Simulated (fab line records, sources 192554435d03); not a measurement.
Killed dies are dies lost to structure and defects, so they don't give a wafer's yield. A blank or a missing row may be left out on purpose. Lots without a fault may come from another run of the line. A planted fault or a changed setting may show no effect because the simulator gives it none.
One fault seen from 2 desks | flow n5_finfet | each desk has only its own numbers; what lay behind them comes last

THE DEFECT DESK
What the inspections along the route counted, lot by lot: means of the sampled wafers that have a number. A lot is out of limits, marked OUT, if its mean lies more than 4 standard deviations from the usual mean; the brackets give that distance.
Columns: A = raw_defect_count at N5_PMOS_HMC_CHANNEL_EPI_INSPECT_11, usual 2.4; B = raw_defect_count at N5_PMOS_HMC_CHANNEL_EPI_INSPECT_30, usual 19; C = raw_defect_count at N5_FIN_SAQP_INSPECT_40, usual 236; D = raw_defect_count at N5_FIN_CUT_INSPECT_10, usual 42
lot  | first seen here | A   | B             | C   | D
L340 | day 1 17:21     | 3.0 | 19            | 200 | 38
L341 | day 1 23:37     | 1.3 | 26            | 180 | 34
L343 | day 2 11:35     | 1.7 | 137 (+15) OUT | 333 | 157 (+12) OUT
L356 | day 5 17:19     | 2.3 | 20            | 217 | 40
L358 | day 6 05:19     | 2.7 | 20            | 280 | 48
L359 | day 6 12:19     | 2.3 | 11            | 232 | 39
L360 | day 6 17:14     | 3.7 | 20            | 155 | 43
L362 | day 7 06:34     | 1.3 | 18            | 198 | 40
L363 | day 7 11:43     | 3.3 | 16            | 179 | 32
This desk's finding: out of limits on L343; first on L343, day 2 14:25 (raw_defect_count at N5_PMOS_HMC_CHANNEL_EPI_INSPECT_30). In limits: L340, L341, L356, L358, L359, L360, L362, L363.

THE METROLOGY DESK
What the gauges read, lot by lot, whatever tool the lot ran on: means of the sampled wafers that have a number. A lot is out of limits, marked OUT, if its mean lies more than 4 standard deviations from the usual mean; the brackets give that distance. Of its 10 readings 7 are shown: those that lie furthest out on some lot.
Columns: A = DIBL_P at N5_BEOL_M4_RC_MEAS_101, usual 36.3 mV/V; B = IOFF_N at N5_BEOL_M4_RC_MEAS_101, usual 0.157 nA/um; C = IOFF_P at N5_BEOL_M4_RC_MEAS_101, usual 0.22 nA/um; D = ION_N at N5_BEOL_M4_RC_MEAS_101, usual 675 uA/um; E = ION_P at N5_BEOL_M4_RC_MEAS_101, usual 465 uA/um; F = VT_N at N5_BEOL_M4_RC_MEAS_101, usual 249.8 mV; G = VT_P at N5_BEOL_M4_RC_MEAS_101, usual -249 mV
lot  | first seen here | A    | B     | C    | D   | E   | F     | G
L340 | day 8 02:21     | 37.4 | 0.152 | 0.21 | 673 | 463 | 249.3 | -251
L341 | day 9 11:22     | 37.8 | 0.171 | 0.24 | 683 | 470 | 248.7 | -248
L343 | day 9 23:38     | 35.7 | 0.153 | 0.21 | 680 | 467 | 250.7 | -250
L356 | day 12 10:00    | 36.0 | 0.157 | 0.20 | 680 | 462 | 249.2 | -251
L358 | day 13 11:45    | 34.2 | 0.131 | 0.16 | 656 | 445 | 256.0 | -257
L359 | day 13 12:34    | 35.8 | 0.123 | 0.18 | 657 | 459 | 254.5 | -251
L362 | day 13 19:12    | 36.9 | 0.166 | 0.26 | 672 | 469 | 247.6 | -246
L360 | day 13 20:59    | 38.5 | 0.200 | 0.26 | 681 | 468 | 246.6 | -247
L363 | day 14 19:49    | 38.3 | 0.171 | 0.28 | 679 | 473 | 249.3 | -244
This desk's finding: nothing out of limits on any of the 9 lots.

PUT TOGETHER
The defect desk could have raised an alarm at day 2 14:25, on L343.
The metrology desk saw nothing out of limits.
The metrology desk has L343 on record, within its limits.
Of the lots named, all ran N5_PMOS_HMC_CHANNEL_EPI_PRECLEAN_37 on wet_bench-04.

WHAT THE SIMULATOR HAD PUT IN
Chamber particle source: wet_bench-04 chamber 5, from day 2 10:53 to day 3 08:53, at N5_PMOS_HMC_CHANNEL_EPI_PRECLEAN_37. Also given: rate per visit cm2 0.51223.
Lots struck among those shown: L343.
Hours from the fault's start to each desk's first reading out of limits: the defect desk, 4.
